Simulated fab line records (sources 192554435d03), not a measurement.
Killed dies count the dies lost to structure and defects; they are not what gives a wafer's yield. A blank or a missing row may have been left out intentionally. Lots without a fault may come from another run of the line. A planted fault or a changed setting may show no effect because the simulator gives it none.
Which tool did it? | flow n5-finfet | 24 lots, 72 wafers sampled, at 6 steps of a route of 1938

== WHAT THE GAUGES SHOWED, per wafer ==
The record holds no reading of a measuring or inspecting step that can be judged against a usual standard deviation.

== TOOL THAT RAN EACH LOT (tool first, then ch and the chambers of the sampled wafers, then the start) ==
lot  | N5_BEOL_M2_DEP_57               | N5_BEOL_M3_DESCUM_16               | N5_BEOL_M3_SURFACE_TREAT_85  | N5_BEOL_M3_SPUTTER_81        | N5_BEOL_M3_SPUTTER_90        | N5_BEOL_M3_ANNEAL_51
L075 | pecvd-01 ch 0,1,2, day 8 04:05  | rie-diel-03 ch 1,2,3, day 8 04:56  | pvd-sputter-01, day 8 16:52  | pvd-sputter-03, day 8 17:37  | pvd-sputter-03, day 8 18:17  | rtp-anneal-02 ch 0, day 8 19:11
L074 | pecvd-04 ch 0,2, day 8 07:04    | rie-diel-06 ch 1,2, day 8 08:29    | pvd-sputter-02, day 8 17:26  | pvd-sputter-03, day 8 19:28  | pvd-sputter-03, day 8 20:07  | rtp-anneal-01 ch 0, day 8 21:05
L078 | pecvd-04 ch 0,1, day 8 08:18    | rie-diel-03 ch 0,2,3, day 8 09:13  | pvd-sputter-02, day 8 21:04  | pvd-sputter-01, day 8 21:53  | pvd-sputter-01, day 8 22:32  | rtp-anneal-02 ch 0, day 8 23:24
L077 | pecvd-03 ch 0,1,2, day 8 09:06  | rie-diel-01 ch 0,2, day 8 12:03    | pvd-sputter-01, day 8 21:24  | pvd-sputter-03, day 8 22:05  | pvd-sputter-03, day 8 22:44  | rtp-anneal-02 ch 0, day 8 23:43
L076 | pecvd-03 ch 1,2, day 8 16:42    | rie-diel-03 ch 0,2,3, day 8 17:32  | pvd-sputter-02, day 8 21:26  | pvd-sputter-02, day 8 22:21  | pvd-sputter-02, day 8 23:01  | rtp-anneal-02 ch 0, day 8 23:59
L079 | pecvd-01 ch 0,1,2, day 8 17:04  | rie-diel-03 ch 1,2,3, day 8 19:59  | pvd-sputter-02, day 9 01:13  | pvd-sputter-02, day 9 01:52  | pvd-sputter-02, day 9 02:32  | rtp-anneal-02 ch 0, day 9 03:23
L080 | pecvd-04 ch 1,2, day 9 02:20    | rie-diel-06 ch 1,2,3, day 9 03:59  | pvd-sputter-03, day 9 14:55  | pvd-sputter-03, day 9 15:43  | pvd-sputter-03, day 9 16:22  | rtp-anneal-02 ch 0, day 9 17:13
L081 | pecvd-04 ch 1,2, day 9 06:35    | rie-diel-01 ch 1,2,3, day 9 07:47  | pvd-sputter-01, day 9 15:04  | pvd-sputter-01, day 9 15:55  | pvd-sputter-01, day 9 16:34  | rtp-anneal-02 ch 0, day 9 17:35
L082 | pecvd-04 ch 0,1,2, day 9 11:09  | rie-diel-06 ch 0,1, day 9 13:28    | pvd-sputter-01, day 9 17:51  | pvd-sputter-02, day 9 20:29  | pvd-sputter-02, day 9 21:08  | rtp-anneal-01 ch 0, day 9 22:16
L083 | pecvd-03 ch 0,1, day 9 13:42    | rie-diel-03 ch 0,1,3, day 9 14:56  | pvd-sputter-02, day 10 08:04 | pvd-sputter-03, day 10 09:52 | pvd-sputter-03, day 10 10:32 | rtp-anneal-01 ch 0, day 10 11:26
L084 | pecvd-01 ch 0,2, day 10 04:05   | rie-diel-03 ch 1,2,3, day 10 06:09 | pvd-sputter-03, day 10 21:04 | pvd-sputter-01, day 10 21:53 | pvd-sputter-01, day 10 22:32 | rtp-anneal-01 ch 0, day 10 23:25
L085 | pecvd-01 ch 0,1,2, day 10 07:28 | rie-diel-03 ch 1,2,3, day 10 10:49 | pvd-sputter-03, day 10 23:22 | pvd-sputter-01, day 11 00:04 | pvd-sputter-01, day 11 00:44 | rtp-anneal-01 ch 0, day 11 01:43
L086 | pecvd-01 ch 0,1,2, day 10 08:51 | rie-diel-06 ch 0,1, day 10 11:08   | pvd-sputter-02, day 10 23:42 | pvd-sputter-03, day 11 00:22 | pvd-sputter-03, day 11 01:01 | rtp-anneal-02 ch 0, day 11 01:55
L087 | pecvd-01 ch 0,1,2, day 10 15:55 | rie-diel-06 ch 1,2,3, day 10 17:11 | pvd-sputter-03, day 10 23:48 | pvd-sputter-02, day 11 00:29 | pvd-sputter-02, day 11 01:08 | rtp-anneal-01 ch 0, day 11 02:08
L088 | pecvd-03 ch 1,2, day 11 04:31   | rie-diel-01 ch 0,2,3, day 11 07:52 | pvd-sputter-01, day 11 13:29 | pvd-sputter-01, day 11 14:10 | pvd-sputter-01, day 11 14:50 | rtp-anneal-02 ch 0, day 11 15:44
L089 | pecvd-03 ch 0,1, day 11 07:27   | rie-diel-03 ch 2,3, day 11 09:16   | pvd-sputter-03, day 11 14:14 | pvd-sputter-01, day 11 16:01 | pvd-sputter-01, day 11 16:40 | rtp-anneal-02 ch 0, day 11 17:31
L090 | pecvd-04 ch 0,1, day 11 12:22   | rie-diel-06 ch 0,1, day 11 14:10   | pvd-sputter-02, day 11 21:26 | pvd-sputter-03, day 11 22:09 | pvd-sputter-03, day 11 22:49 | rtp-anneal-01 ch 0, day 11 23:45
L091 | pecvd-04 ch 1,2, day 11 20:41   | rie-diel-03 ch 0,2,3, day 11 22:14 | pvd-sputter-01, day 12 07:00 | pvd-sputter-02, day 12 07:40 | pvd-sputter-02, day 12 08:19 | rtp-anneal-02 ch 0, day 12 09:11
L093 | pecvd-03 ch 0,1,2, day 12 11:39 | rie-diel-03 ch 0,1,2, day 12 14:41 | pvd-sputter-01, day 12 18:59 | pvd-sputter-01, day 12 19:40 | pvd-sputter-01, day 12 20:19 | rtp-anneal-01 ch 0, day 12 21:17
L092 | pecvd-04 ch 0,1, day 12 13:05   | rie-diel-01 ch 0,2,3, day 12 14:54 | pvd-sputter-02, day 12 20:41 | pvd-sputter-03, day 12 21:24 | pvd-sputter-03, day 12 22:04 | rtp-anneal-02 ch 0, day 12 22:55
L094 | pecvd-03 ch 0,2, day 12 14:32   | rie-diel-06 ch 0,3, day 12 16:10   | pvd-sputter-02, day 13 05:04 | pvd-sputter-02, day 13 05:43 | pvd-sputter-02, day 13 06:23 | rtp-anneal-01 ch 0, day 13 07:19
L096 | pecvd-03 ch 0,2, day 12 19:31   | rie-diel-01 ch 2,3, day 12 22:28   | pvd-sputter-01, day 13 15:46 | pvd-sputter-01, day 13 16:40 | pvd-sputter-01, day 13 17:20 | rtp-anneal-01 ch 0, day 13 20:59
L095 | pecvd-03 ch 0,1, day 13 00:23   | rie-diel-01 ch 1,2,3, day 13 04:57 | pvd-sputter-01, day 13 18:45 | pvd-sputter-03, day 13 21:12 | pvd-sputter-03, day 13 21:52 | rtp-anneal-01 ch 0, day 13 23:19
L097 | pecvd-01 ch 0,1, day 13 03:30   | rie-diel-06 ch 0,3, day 13 05:45   | pvd-sputter-03, day 13 23:31 | pvd-sputter-03, day 14 00:29 | pvd-sputter-03, day 14 01:09 | rtp-anneal-02 ch 0, day 14 05:14
- N5_BEOL_M2_DEP_57: deposits SiCN from 3MS/NH3, target thk 8 nm, time 14 s.
- N5_BEOL_M3_DESCUM_16: chemistry O2, time 7 s.
- N5_BEOL_M3_SURFACE_TREAT_85
- N5_BEOL_M3_SPUTTER_81: material Cu, target thk 4.5 nm, time 8.29 s.
- N5_BEOL_M3_SPUTTER_90: material Cu, target thk 4.5 nm, time 8.29 s.
- N5_BEOL_M3_ANNEAL_51: time 90 s.

== WHAT THE TOOLS THEMSELVES READ (means of the sampled wafers that have a number; where no wafer has one, the mark that the record gives instead) ==
N5_BEOL_M2_DEP_57.
lot  | tool     | showerhead-plenum-p-Torr (Torr) | showerhead-vpp-V (V) | throttle-valve-pct (%)
L075 | pecvd-01 | 3.677                           | 888                  | 8.9
L074 | pecvd-04 | 3.658                           | 922                  | 8.9
L078 | pecvd-04 | 3.676                           | 900                  | 9.2
L077 | pecvd-03 | 3.663                           | 885                  | 9.3
L076 | pecvd-03 | 3.661                           | 911                  | 9.3
L079 | pecvd-01 | 3.673                           | 877                  | 9.0
L080 | pecvd-04 | 3.671                           | 897                  | 8.8
L081 | pecvd-04 | 3.673                           | 888                  | 8.8
L082 | pecvd-04 | 3.667                           | 904                  | 9.1
L083 | pecvd-03 | 3.669                           | 887                  | 9.0
L084 | pecvd-01 | 3.681                           | 859                  | 8.7
L085 | pecvd-01 | 3.679                           | 875                  | 9.0
L086 | pecvd-01 | 3.676                           | 874                  | 9.0
L087 | pecvd-01 | 3.679                           | 879                  | 9.0
L088 | pecvd-03 | 3.664                           | 891                  | 9.2
L089 | pecvd-03 | 3.660                           | 892                  | 9.3
L090 | pecvd-04 | 3.671                           | 914                  | 8.8
L091 | pecvd-04 | 3.672                           | 898                  | 8.8
L093 | pecvd-03 | 3.667                           | 895                  | 9.3
L092 | pecvd-04 | 3.668                           | 920                  | 9.2
L094 | pecvd-03 | 3.657                           | 895                  | 8.9
L096 | pecvd-03 | 3.656                           | 911                  | 9.1
L095 | pecvd-03 | 3.670                           | 885                  | 9.1
L097 | pecvd-01 | 3.676                           | 882                  | 9.3

N5_BEOL_M3_DESCUM_16.
lot  | tool        | chamber-pressure-mTorr (mTorr) | drypump-motor-current-A (A) | oes-product-au (a.u.) | rf-vpp-V (V) | showerhead-plenum-p-Torr (Torr) | temp-c (C) | throttle-valve-pct (%)
L075 | rie-diel-03 | 19.993                         | 4.9                         | 0.80                  | 242.5        | 2.06                            | 39.87      | 20.58
L074 | rie-diel-06 | 20.015                         | 5.4                         | 0.88                  | 244.4        | 2.15                            | 40.00      | 20.40
L078 | rie-diel-03 | 19.993                         | 5.1                         | 0.83                  | 243.7        | 2.10                            | 39.97      | 20.44
L077 | rie-diel-01 | 20.009                         | 5.9                         | 0.76                  | 244.1        | 2.18                            | 40.08      | 20.61
L076 | rie-diel-03 | 20.002                         | 5.1                         | 0.82                  | 243.0        | 2.09                            | 40.08      | 20.44
L079 | rie-diel-03 | 19.983                         | 4.9                         | 0.79                  | 242.9        | 2.06                            | 39.87      | 20.58
L080 | rie-diel-06 | 20.017                         | 5.7                         | 0.81                  | 243.3        | 2.14                            | 39.99      | 20.39
L081 | rie-diel-01 | 19.998                         | 6.0                         | 0.78                  | 243.1        | 2.09                            | 40.00      | 20.45
L082 | rie-diel-06 | 19.988                         | 6.1                         | 0.91                  | 244.5        | 2.13                            | 39.98      | 20.03
L083 | rie-diel-03 | 19.983                         | 5.1                         | 0.83                  | 243.9        | 2.06                            | 39.90      | 20.51
L084 | rie-diel-03 | 19.993                         | 4.9                         | 0.78                  | 243.5        | 2.06                            | 40.03      | 20.58
L085 | rie-diel-03 | 19.999                         | 4.9                         | 0.78                  | 242.3        | 2.06                            | 40.07      | 20.59
L086 | rie-diel-06 | 20.000                         | 6.1                         | 0.88                  | 244.4        | 2.13                            | 40.05      | 20.05
L087 | rie-diel-06 | 19.990                         | 5.7                         | 0.79                  | 244.0        | 2.13                            | 39.92      | 20.41
L088 | rie-diel-01 | 19.996                         | 6.1                         | 0.77                  | 242.4        | 2.11                            | 40.00      | 20.51
L089 | rie-diel-03 | 19.994                         | 4.8                         | 0.76                  | 242.0        | 2.05                            | 40.06      | 20.54
L090 | rie-diel-06 | 19.993                         | 6.1                         | 0.88                  | 243.5        | 2.12                            | 39.93      | 20.07
L091 | rie-diel-03 | 20.014                         | 5.1                         | 0.80                  | 242.8        | 2.09                            | 40.01      | 20.46
L093 | rie-diel-03 | 20.000                         | 5.2                         | 0.81                  | 242.5        | 2.09                            | 40.01      | 20.53
L092 | rie-diel-01 | 20.008                         | 6.0                         | 0.76                  | 243.4        | 2.11                            | 40.06      | 20.52
L094 | rie-diel-06 | 20.008                         | 6.4                         | 0.82                  | 243.7        | 2.11                            | 39.94      | 20.06
L096 | rie-diel-01 | 20.000                         | 6.0                         | 0.77                  | 244.3        | 2.15                            | 39.91      | 20.46
L095 | rie-diel-01 | 20.009                         | 6.0                         | 0.75                  | 242.7        | 2.08                            | 39.95      | 20.49
L097 | rie-diel-06 | 20.008                         | 6.2                         | 0.78                  | 243.4        | 2.11                            | 39.97      | 20.29

N5_BEOL_M3_SPUTTER_81.
lot  | tool           | throttle-valve-pct (%)
L075 | pvd-sputter-03 | 31.2
L074 | pvd-sputter-03 | 30.8
L078 | pvd-sputter-01 | 30.3
L077 | pvd-sputter-03 | 30.4
L076 | pvd-sputter-02 | 30.6
L079 | pvd-sputter-02 | 30.7
L080 | pvd-sputter-03 | 30.4
L081 | pvd-sputter-01 | 28.9
L082 | pvd-sputter-02 | 30.5
L083 | pvd-sputter-03 | 30.3
L084 | pvd-sputter-01 | 29.6
L085 | pvd-sputter-01 | 30.4
L086 | pvd-sputter-03 | 30.2
L087 | pvd-sputter-02 | 30.4
L088 | pvd-sputter-01 | 29.4
L089 | pvd-sputter-01 | 29.5
L090 | pvd-sputter-03 | 30.3
L091 | pvd-sputter-02 | 29.9
L093 | pvd-sputter-01 | 29.5
L092 | pvd-sputter-03 | 30.9
L094 | pvd-sputter-02 | 31.4
L096 | pvd-sputter-01 | 29.7
L095 | pvd-sputter-03 | 30.9
L097 | pvd-sputter-03 | 31.0

N5_BEOL_M3_SPUTTER_90.
lot  | tool           | throttle-valve-pct (%)
L075 | pvd-sputter-03 | 31.1
L074 | pvd-sputter-03 | 30.9
L078 | pvd-sputter-01 | 30.2
L077 | pvd-sputter-03 | 30.5
L076 | pvd-sputter-02 | 30.6
L079 | pvd-sputter-02 | 30.4
L080 | pvd-sputter-03 | 30.5
L081 | pvd-sputter-01 | 28.9
L082 | pvd-sputter-02 | 30.4
L083 | pvd-sputter-03 | 30.4
L084 | pvd-sputter-01 | 29.7
L085 | pvd-sputter-01 | 30.5
L086 | pvd-sputter-03 | 30.2
L087 | pvd-sputter-02 | 30.4
L088 | pvd-sputter-01 | 29.6
L089 | pvd-sputter-01 | 29.6
L090 | pvd-sputter-03 | 30.3
L091 | pvd-sputter-02 | 30.0
L093 | pvd-sputter-01 | 29.4
L092 | pvd-sputter-03 | 30.9
L094 | pvd-sputter-02 | 31.3
L096 | pvd-sputter-01 | 29.7
L095 | pvd-sputter-03 | 31.0
L097 | pvd-sputter-03 | 30.9

N5_BEOL_M3_ANNEAL_51.
lot  | tool          | wafer_temp_C_max
L075 | rtp-anneal-02 | 226.01
L074 | rtp-anneal-01 | 225.85
L078 | rtp-anneal-02 | 226.05
L077 | rtp-anneal-02 | 226.20
L076 | rtp-anneal-02 | 225.89
L079 | rtp-anneal-02 | 225.98
L080 | rtp-anneal-02 | 226.11
L081 | rtp-anneal-02 | 225.87
L082 | rtp-anneal-01 | 225.65
L083 | rtp-anneal-01 | 225.90
L084 | rtp-anneal-01 | 225.74
L085 | rtp-anneal-01 | 225.68
L086 | rtp-anneal-02 | 225.87
L087 | rtp-anneal-01 | 225.88
L088 | rtp-anneal-02 | 225.95
L089 | rtp-anneal-02 | 226.15
L090 | rtp-anneal-01 | 225.69
L091 | rtp-anneal-02 | 226.13
L093 | rtp-anneal-01 | 225.97
L092 | rtp-anneal-02 | 226.19
L094 | rtp-anneal-01 | 225.74
L096 | rtp-anneal-01 | 226.01
L095 | rtp-anneal-01 | 225.76
L097 | rtp-anneal-02 | 226.11

== THE ANSWER, worked out from the rows above alone ==
Rule: the lots themselves supply what counts as usual. The widest of any qualifying gaps counts: lots, ordered by their means at a reading, are off when they make up no more than a third of the lots, leave a main group of 4 or more, and stand apart from it by 3 or more times the standard deviation of that group's means. The tables above print the reading to a certain number of digits; a main group whose means all agree to those digits is not used. A lot without any number at a reading at which 4 lots or more have one is off too. Where the step has rows for the other lots, those lots are counted as sound. Order of review: gauges by route order, followed by the tools' own readings, for which a lot's mean as printed above is used. The first step at which some lot is off is used, and at that step the reading that is off furthest; a lot without a number counts as furthest.
No lot is off on any of the readings shown, so nothing can be concluded from this.

== WHAT HAD BEEN PUT IN BY THE SIMULATOR ==
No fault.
